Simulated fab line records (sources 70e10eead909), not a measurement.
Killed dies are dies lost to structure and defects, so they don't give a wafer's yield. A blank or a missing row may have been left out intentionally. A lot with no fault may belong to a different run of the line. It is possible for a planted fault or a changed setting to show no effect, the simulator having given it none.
fab line records | flow nand-harc
record lots=6 wafers=18 last-day=24
route steps=1159 shown A_STAIRCASE@638 END@1159
lots with no fault: from the same line, run without faults
start-h: start of the lot's first displayed wafer, in hours after the record's first day | wait-h: how many hours have passed since the lot's step before this one | " as in the row above | L1.1+2: a single row standing in for several wafers | - no value, or no start given | * or withheld: withheld | < > ~ a bound
route shown NAME@n: NAME is a module with steps in the file, n the number in the route of the first one | usual: the fault-free wafers' mean and standard deviation | same: alike in all rows | chamber/n: place in a boat | sites: readings site by site | _std_site: their standard deviation | _edge_site: the outer-site mean with the inner-site mean subtracted | radius-mm: for every site, how far away it sits from the centre of the wafer | mask NAME#n: copy n | behind: the most recent tool/chamber to have shaped the wafer | hold: reason for holding the lot/hours on hold/outcome of the hold | device: which transistor (n, p or np) failed to switch | end of line: tests run on the same wafers once the route is complete | a step without rows: its recipe alone | killed: dies lost to structure and defects at the first sort, not the wafer's yield | map: per-die view of a wafer (x killed, . not killed, _ where there is no die)
set.NAME: the run value of the setting; set.NAME@STEP: its run value at that earlier step | model.NAME: the simulator's own value behind a step, which no gauge read
lots at some steps of the route; a table a step, a row a wafer
services: from which hour (start-h, from the record's first day; less than 0 if before it) a tool's chamber was out of use, for how many hours, and why
## steps
# step NHARC_A_STAIRCASE_COAT_244
# recipe spin-rpm=1200
# step NHARC_A_STAIRCASE_SOFTBAKE_245
# recipe temp-c=135 time-s=170
# step NHARC_A_STAIRCASE_EBR_246
# step NHARC_A_STAIRCASE_EXPOSE_247
# recipe na=0.5 dose-mj=25.34 mask-id=SDS_1
# step NHARC_A_STAIRCASE_PEB_248
# recipe peb-temp-c=115 peb-time-s=130
# step NHARC_A_STAIRCASE_DEVELOP_249
# recipe time-s=140
# step NHARC_A_STAIRCASE_HARDBAKE_251
# recipe temp-c=120 time-s=140
# step NHARC_A_STAIRCASE_DESCUM_252
# recipe time-s=3 o2-flow-sccm=200 ar-flow-sccm=0 bias-power-w=0 chemistry=O2
# step NHARC_A_STAIRCASE_ETCH_253
# recipe target-depth-a=500 time-s=20.2 ion-energy-ev=400 c4f8-flow-sccm=20 o2-flow-sccm=10 ar-flow-sccm=withheld rf-w=600 bias-w=1000 chemistry=C4F8/O2
# step NHARC_A_STAIRCASE_STRIP_254
# recipe power-w=1500 temp-c=250 chemistry=O2
# step NHARC_A_STAIRCASE_STRIP_255
# recipe time-s=900 temp-c=130 chemistry=SPM
# step NHARC_A_STAIRCASE_PRECLEAN_256
# recipe time-s=* temp-c=50 bath-age-min=0 chemistry=SC1
# columns lot.wafer tool chamber start-h wait-h
L477.6+5+1 wet-bench-05 6,1,3 322.90 -
L476.4+1+6 wet-bench-02 3,4,0 325.34 -
L474.6+1+2 wet-bench-02 4,5,6 332.89 -
L480.5+4+3 wet-bench-02 7,1,3 350.54 -
L486.3+4+6 wet-bench-02 4,0,1 373.56 -
L484.2+3+5 wet-bench-02 7,0,3 387.97 -
# step NHARC_A_STAIRCASE_SRD_257
# step NHARC_A_STAIRCASE_HM_DEP_456
# recipe target-thk-a=15000 temp-c=400 material=aC
# step NHARC_A_STAIRCASE_DEP_259
# recipe target-thk-a=300 target-thk-nm=30 temp-c=400 pressure-torr=3.5 flow-sccm=200 rf-w=350 material=SiON
# usual chamber-pressure-Torr=3.499/0.0078 heater-power-w=769/79 showerhead-vpp-V=1191/42
# columns lot.wafer tool chamber start-h wait-h chamber-pressure-Torr heater-power-w showerhead-vpp-V
L477.1 pecvd-04 1 325.21 1.6 3.494 794 1189
L477.5 " 2 " " 3.497 623 1114
L477.6 " 0 " " 3.490 876 1220
L476.1 pecvd-04 2 327.67 1.6 3.506 750 1124
L476.6 " 1 " " 3.496 810 1200
L476.4 " 0 " " 3.483 877 1228
L474.1 pecvd-01 0 335.16 1.6 3.509 800 1213
L474.2 " 1 " " 3.504 816 1274
L474.6 " 1 " " 3.506 816 1269
L480.3 pecvd-04 0 352.84 1.0 3.507 892 1210
L480.5 " 1 " " 3.507 750 1182
L480.4 " 2 " " 3.493 700 1094
L486.3 pecvd-03 1 378.68 1.0 3.490 655 1191
L486.6 " 0 " " 3.504 708 1231
L486.4 " 1 " " 3.505 692 1196
L484.3 pecvd-03 0 390.23 0.9 3.502 708 1221
L484.2 " 2 " " 3.499 631 1177
L484.5 " 0 " " 3.495 730 1193
# step NHARC_A_STAIRCASE_DEHYDRATE_281
# recipe temp-c=150 time-s=120
# step NHARC_A_STAIRCASE_HMDS_282
# recipe time-s=30
# step NHARC_A_STAIRCASE_COAT_283
# recipe spin-rpm=1200
# step NHARC_A_STAIRCASE_SOFTBAKE_284
# recipe temp-c=135 time-s=170
# step NHARC_A_STAIRCASE_EBR_285
# step NHARC_A_STAIRCASE_EXPOSE_286
# recipe na=0.5 dose-mj=25.01 mask-id=CHOP_100
# step NHARC_A_STAIRCASE_PEB_287
# recipe peb-temp-c=115 peb-time-s=130
# step NHARC_A_STAIRCASE_DEVELOP_288
# recipe time-s=140
# step NHARC_A_STAIRCASE_HARDBAKE_290
# recipe temp-c=120 time-s=140
# step NHARC_A_STAIRCASE_DESCUM_291
# recipe time-s=3 o2-flow-sccm=200 ar-flow-sccm=0 bias-power-w=0 chemistry=O2
# step NHARC_A_STAIRCASE_ETCH_292
# recipe cf4-flow-sccm=100 chf3-flow-sccm=30 ar-flow-sccm=0 rf-w=500 bias-w=200 chemistry=CF4/CHF3
# usual drypump-motor-current-A=5.6/0.35 oes-product-au=0.945/0.021 rf-vpp-V=370.1/2.3 showerhead-plenum-p-Torr=1.56/0.065 throttle-valve-pct=16.801/0.0091
# columns lot.wafer tool chamber start-h wait-h drypump-motor-current-A oes-product-au rf-hours-counter-h rf-vpp-V showerhead-plenum-p-Torr throttle-valve-pct
L477.1 rie-diel-13 2 326.23 0.1 5.6 0.957 14 368.3 1.51 16.808
L477.6 " 1 " " 5.6 0.970 - 370.7 1.58 16.805
L477.5 " 2 " " 5.6 0.956 - 369.7 1.51 16.801
L476.1 rie-diel-13 0 328.72 0.1 5.1 0.966 14 367.3 1.50 16.793
L476.4 " 1 " " 5.6 0.986 15 370.2 1.58 16.819
L476.6 " 3 " " 5.7 0.957 - 372.5 1.59 16.800
L474.2 rie-diel-13 1 336.45 0.4 5.6 0.918 19 371.4 1.58 16.797
L474.1 " 3 " " 5.7 0.911 17 370.7 1.59 16.798
L474.6 " 1 " " 5.6 0.927 - 371.9 1.58 16.800
L480.3 rie-diel-06 2 353.93 0.1 5.4 0.973 35 374.7 1.69 16.810
L480.4 " 1 " " 6.0 0.985 36 370.7 1.58 16.796
L480.5 " 3 " " 6.0 0.946 - 365.5 1.46 16.816
L486.3 rie-diel-13 1 379.61 0.1 5.6 0.927 36 370.2 1.57 16.790
L486.4 " 0 " " 5.1 0.920 35 368.4 1.50 16.808
L486.6 " 1 " " 5.6 0.934 - 369.5 1.57 16.795
L484.2 rie-diel-13 1 391.22 0.1 5.6 0.931 40 369.0 1.57 16.792
L484.3 " 2 " " 5.7 0.922 39 368.3 1.51 16.805
L484.5 " 0 " " 5.1 0.930 - 369.2 1.49 16.793
# step NHARC_A_STAIRCASE_HM_OPEN_460
# recipe o2-flow-sccm=400 cos-flow-sccm=20 ar-flow-sccm=0 rf-w=500 bias-w=300 chemistry=O2/COS
# usual drypump-motor-current-A=5.6/0.34 oes-product-au=1.001/0.0097 rf-vpp-V=466.9/2.8 showerhead-plenum-p-Torr=3.10/0.13 throttle-valve-pct=28.328/0.0093
# columns lot.wafer tool chamber start-h wait-h drypump-motor-current-A oes-product-au rf-hours-counter-h rf-vpp-V showerhead-plenum-p-Torr throttle-valve-pct
L477.1 rie-diel-13 3 - - 5.7 1.010 13 468.1 3.16 28.318
L477.6 " 1 " " 5.6 1.007 - 466.7 3.13 28.325
L477.5 " 2 " " 5.7 1.008 - 465.6 3.00 28.320
L476.1 rie-diel-13 1 - - 5.6 1.007 15 466.7 3.13 28.327
L476.4 " 2 " " 5.7 0.988 15 463.3 3.00 28.322
L476.6 " 0 " " 5.1 0.995 - 463.5 2.98 28.329
L474.2 rie-diel-13 2 - - 5.6 0.992 19 464.1 3.00 28.332
L474.1 " 0 " " 5.1 0.994 17 464.9 2.98 28.350
L474.6 " 2 " " 5.6 0.989 - 465.5 3.00 28.319
L480.3 rie-diel-06 1 - - 6.0 1.005 36 469.4 3.14 28.335
L480.4 " 2 " " 5.4 1.000 35 471.1 3.35 28.324
L480.5 " 2 " " 5.5 0.999 - 472.2 3.35 28.325
L486.3 rie-diel-13 3 - - 5.7 0.996 33 468.2 3.15 28.317
L486.4 " 1 " " 5.6 1.016 36 466.4 3.12 28.318
L486.6 " 2 " " 5.7 0.989 - 465.3 2.99 28.339
L484.3 rie-diel-13 2 - - 5.7 0.995 39 465.0 2.99 28.324
L484.2 " 3 " " 5.7 1.005 39 468.8 3.15 28.313
L484.5 " 2 " " 5.7 1.000 - 464.7 2.99 28.348
# step NHARC_A_STAIRCASE_STRIP_461
# recipe o2-flow-sccm=400 cos-flow-sccm=20 ar-flow-sccm=0 bias-w=0 chemistry=O2/COS
# step NHARC_A_STAIRCASE_ETCH_452
# recipe target-depth-a=300 overetch-a=30 time-s=16.5 ion-energy-ev=100 cf4-flow-sccm=80 o2-flow-sccm=20 ar-flow-sccm=0 rf-w=300 bias-w=100 chemistry=CF4/O2
# step NHARC_A_STAIRCASE_ETCH_294
# recipe target-depth-a=49920 time-s=1212.4 ion-energy-ev=800 c4f8-flow-sccm=80 o2-flow-sccm=60 ar-flow-sccm=withheld rf-w=600 bias-w=3000 chemistry=C4F8/O2/Ar
# usual oes-product-au=0.934/0.01 rf-vpp-V=1824/11
# columns lot.wafer tool chamber start-h wait-h oes-product-au rf-hours-counter-h rf-vpp-V
L477.1 rie-diel-13 0 - - 0.940 14 1816
L477.5 " 2 " " 0.926 - 1816
L477.6 " 3 " " 0.932 - 1831
L476.4 rie-diel-13 1 - - 0.934 15 1828
L476.1 " 3 " " 0.935 14 1830
L476.6 " 0 " " 0.935 - 1815
L474.1 rie-diel-13 3 - - 0.912 17 1831
L474.2 " 0 " " 0.924 18 1815
L474.6 " 3 " " 0.920 - 1830
L480.4 rie-diel-06 1 - - 0.952 37 1829
L480.3 " 0 " " 0.925 39 1818
L480.5 " 1 " " 0.955 - 1827
L486.4 rie-diel-13 0 - - 0.929 35 1814
L486.3 " 2 " " 0.932 35 1816
L486.6 " 0 " " 0.923 - 1813
L484.2 rie-diel-13 3 - - 0.933 39 1829
L484.3 " 0 " " 0.937 40 1814
L484.5 " 2 " " 0.924 - 1816
# step NHARC_A_STAIRCASE_STRIP_295
# recipe o2-flow-sccm=500 ar-flow-sccm=0 bias-w=0 chemistry=O2
# usual drypump-motor-current-A=5.7/0.35 oes-product-au=1.001/0.0086 rf-vpp-V=57.7/0.8 showerhead-plenum-p-Torr=3.49/0.14 throttle-valve-pct=17.036/0.0095
# columns lot.wafer tool chamber start-h wait-h drypump-motor-current-A oes-product-au rf-hours-counter-h rf-vpp-V showerhead-plenum-p-Torr throttle-valve-pct
L477.1 rie-diel-13 2 - - 5.7 1.005 15 57.6 3.39 17.049
L477.6 " 1 " " 5.6 1.007 - 57.6 3.54 17.043
L477.5 " 2 " " 5.7 0.991 - 57.6 3.39 17.047
L476.4 rie-diel-13 0 - - 5.1 0.997 15 56.4 3.37 17.033
L476.1 " 2 " " 5.7 0.990 15 56.9 3.39 17.018
L476.6 " 3 " " 5.7 0.998 - 56.7 3.57 17.025
L474.1 rie-diel-13 2 - - 5.7 0.995 20 57.8 3.39 17.026
L474.2 " 0 " " 5.0 0.996 18 57.2 3.37 17.047
L474.6 " 2 " " 5.7 0.993 - 57.3 3.39 17.051
L480.3 rie-diel-06 2 - - 5.5 1.005 36 58.2 3.79 17.046
L480.4 " 1 " " 6.0 1.017 37 57.2 3.54 17.024
L480.5 " 2 " " 5.4 1.005 - 58.1 3.79 17.041
L486.3 rie-diel-13 1 - - 5.6 1.006 36 57.0 3.53 17.022
L486.4 " 0 " " 5.1 0.991 35 58.3 3.36 17.034
L486.6 " 1 " " 5.6 1.011 - 58.2 3.53 17.030
L484.2 rie-diel-13 3 - - 5.7 1.000 39 56.6 3.56 17.038
L484.3 " 0 " " 5.1 0.995 40 57.6 3.35 17.044
L484.5 " 2 " " 5.7 1.001 - 56.2 3.38 17.025
# step NHARC_A_STAIRCASE_STRIP_296
# recipe time-s=900 temp-c=130 chemistry=SPM
# step NHARC_A_STAIRCASE_PRECLEAN_297
# recipe time-s=* temp-c=50 bath-age-min=0 chemistry=SC1
# step NHARC_A_STAIRCASE_SRD_298
# step NHARC_A_STAIRCASE_HM_DEP_462
# recipe target-thk-a=8000 temp-c=400 material=aC
# step NHARC_A_STAIRCASE_DEP_301
# recipe target-thk-a=300 target-thk-nm=30 temp-c=400 pressure-torr=3.5 flow-sccm=200 rf-w=350 material=SiON
# step NHARC_A_STAIRCASE_DEHYDRATE_302
# recipe temp-c=150 time-s=120
# step NHARC_A_STAIRCASE_HMDS_303
# recipe time-s=30
# step NHARC_A_STAIRCASE_COAT_304
# recipe spin-rpm=1200
# step NHARC_END_SORT_01
# recipe temp-c=25
# usual killed-at-array=27/11 killed-at-other=0.6/0.89 killed-at-periphery=3.0/2.4 killed-dies=31/12 killed-open=3.2/1.6 killed-short=2.0/1.5
# same gross-dies=677
# columns lot.wafer tool chamber start-h wait-h killed-at-array killed-at-other killed-at-periphery killed-dies killed-open killed-short
L484.2 prober-01 0 564.31 2.8 122 0 5 127 3 4
L484.3 prober-01 0 565.11 3.1 75 0 5 80 1 0
L484.5 prober-01 0 566.71 3.7 96 0 8 104 4 4
L486.3 prober-02 0 565.10 3.1 136 1 2 139 1 0
L486.4 prober-02 0 565.89 3.4 84 1 3 88 2 1
L486.6 prober-02 0 567.48 4.0 124 1 5 130 4 1
# killed by level:class
L484.2 A_STAIRCASE:unspecified=82 A_SLIT:chamber-film-flake=17 A_CHANNEL_HOLE_D1:chamber-film-flake=9 P_CONTACT:chamber-film-flake=3 A_STAIRCASE:chamber-film-flake=3 A_CONTACT:chamber-film-flake=3 A_WL_FILL:geometric-particle:short=2 P_CONTACT:geometric-particle:open=1
L486.3 A_STAIRCASE:unspecified=117 A_CHANNEL_HOLE_D1:chamber-film-flake=17 A_SLIT:chamber-film-flake=2 P_M1:geometric-particle:open=1 P_STI:chamber-film-flake=1 THIN_TSV:chamber-film-flake=1
L484.3 A_STAIRCASE:unspecified=48 A_SLIT:chamber-film-flake=13 A_CHANNEL_HOLE_D1:chamber-film-flake=7 P_CONTACT:chamber-film-flake=3 A_CHANNEL_FILL_D1:chamber-film-flake=2 A_STAIRCASE:chamber-film-flake=2 A_CONTACT:chamber-film-flake=2 A_WL_FILL:geometric-particle:open=1
L486.4 A_STAIRCASE:unspecified=56 A_CHANNEL_HOLE_D1:chamber-film-flake=19 A_SLIT:chamber-film-flake=3 A_CONTACT:chamber-film-flake=3 A_CONTACT:geometric-particle:open=2 A_CHANNEL_FILL_D1:geometric-particle:short=1 P_STI:chamber-film-flake=1 P_CONTACT:chamber-film-flake=1
L484.5 A_STAIRCASE:unspecified=65 A_SLIT:chamber-film-flake=10 A_CHANNEL_HOLE_D1:chamber-film-flake=8 A_STAIRCASE:chamber-film-flake=5 P_CONTACT:chamber-film-flake=4 P_GATE:geometric-particle:open=2 P_ZERO_WELL:geometric-particle:short=1 A_ONON_D1:geometric-particle:short=1
L486.6 A_STAIRCASE:unspecified=92 A_CHANNEL_HOLE_D1:chamber-film-flake=24 A_SLIT:chamber-film-flake=3 P_CONTACT:geometric-particle:open=2 P_STI:chamber-film-flake=2 A_CONTACT:geometric-particle:short=1 A_CONTACT:geometric-particle:open=1 A_BLC:geometric-particle:open=1
# map L484.2 (x killed, . not)
____________x____________
_________xxxxxx._________
_______xxxxxxx...._______
______xxxxxxx......______
_____xxxxxxxxxx.x..._____
____xxxxxxxxx......x.____
____xxxxxxxxxx.....x.____
___.xxxxxxxx.x........___
___x.xxxxxxxxx........___
__..xx.xxxx.x..........__
__.x.x.xxxx.x..........__
_.......x..............._
_...................x..._
_....................x.._
_......................._
_x...............x......_
.x.......................
xx.......................
.........................
.........................
x..x.x...........x.......
_x...x.................._
_......................._
_...x..................._
_.x....x................_
_.x....................._
__.....................__
__....xx.........x.....__
___.................x.___
___.............xxxx..___
____..........x..xxxx____
____........x....xxxx____
_____............x.x_____
______.......x...xx______
_______..........._______
_________......._________
____________.____________
# map L486.3 (x killed, . not)
____________.____________
_________......._________
_______..........._______
______............x______
_____..............._____
____.................____
____............x....____
___...x.x.x...........___
___...xxx.x........xx.___
__...xxxxxxx.x.........__
__....xxxxxxx..........__
_...xxxxxxxxx..........._
_....xxxxxxxxx.........._
_..xxxxxxxxxxx.........._
_...xxxxxxxxx..........._
_...xxxxxxxxx..........._
.....xxxxxxxx............
....xxxxxxxxxxx..........
....xxxxxxxxxx...........
......xxxxxx.............
......xxxxxx.............
_......x.xx............._
_.....x.xxx.x..........._
_......................._
_......................._
_..x...................._
__..x..................__
__.xxxx.x..............__
___xx.................___
___.x.x...............___
____xxx..............____
____xx...............____
_____.x............._____
______.............______
_______..........._______
_________......._________
____________.____________
## services
# columns tool chamber start-h hours kind
pecvd-01 2 307.23 4.8 repair
rie-diel-13 0 309.52 - clean
rie-diel-13 1 309.52 - clean
rie-diel-13 2 309.52 - clean
rie-diel-13 3 309.52 - clean
pecvd-03 1 317.13 7.1 repair
rie-diel-13 0 334.02 - clean
rie-diel-13 1 334.02 - clean
rie-diel-13 2 334.02 - clean
rie-diel-13 3 334.02 - clean
wet-bench-05 - 350.16 1.2 repair
pecvd-03 - 350.68 0.5 repair
wet-bench-02 - 356.00 8.0 pm
rie-diel-13 0 358.52 - clean
rie-diel-13 1 358.52 - clean
rie-diel-13 2 358.52 - clean
rie-diel-13 3 358.52 - clean
rie-diel-06 2 362.27 12.3 repair
pecvd-03 0 363.69 11.1 repair
wet-bench-05 - 372.80 8.0 pm
pecvd-04 - 376.00 13.0 pm
rie-diel-13 0 383.43 - clean
rie-diel-13 1 383.43 - clean
rie-diel-06 3 388.05 109.3 repair
## key
first-sign step=NHARC_END_SORT_01 reading=killed-at-array direction=up sigmas=7.2 usual=27 struck=106
effect step=NHARC_END_SORT_01 reading=killed-dies direction=up sigmas=7 usual=31 struck=111
more-kills-born-at NHARC_A_STAIRCASE_PRECLEAN_256@wet-bench-02=460
met-at NHARC_A_STAIRCASE_PRECLEAN_256
struck-wafers L484.2,L484.3,L484.5,L486.3,L486.4,L486.6
tester-left-out L484,L486
onset-between 350.54 373.56
also-fits time
fault kind=chamber-particle-source tool=wet-bench-02 chamber=- onset-h=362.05 steps=NHARC_A_STAIRCASE_PRECLEAN_256 rate-per-visit-cm2=2.2323 end-h=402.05
# tester-left-out: of these lots the tester's yield and bins aren't shown, on N5 and GAA mostly nor the transistor test; their killed dies are dies lost to structure and defects alone, not to doping, threshold or leakage, so they don't give the yield
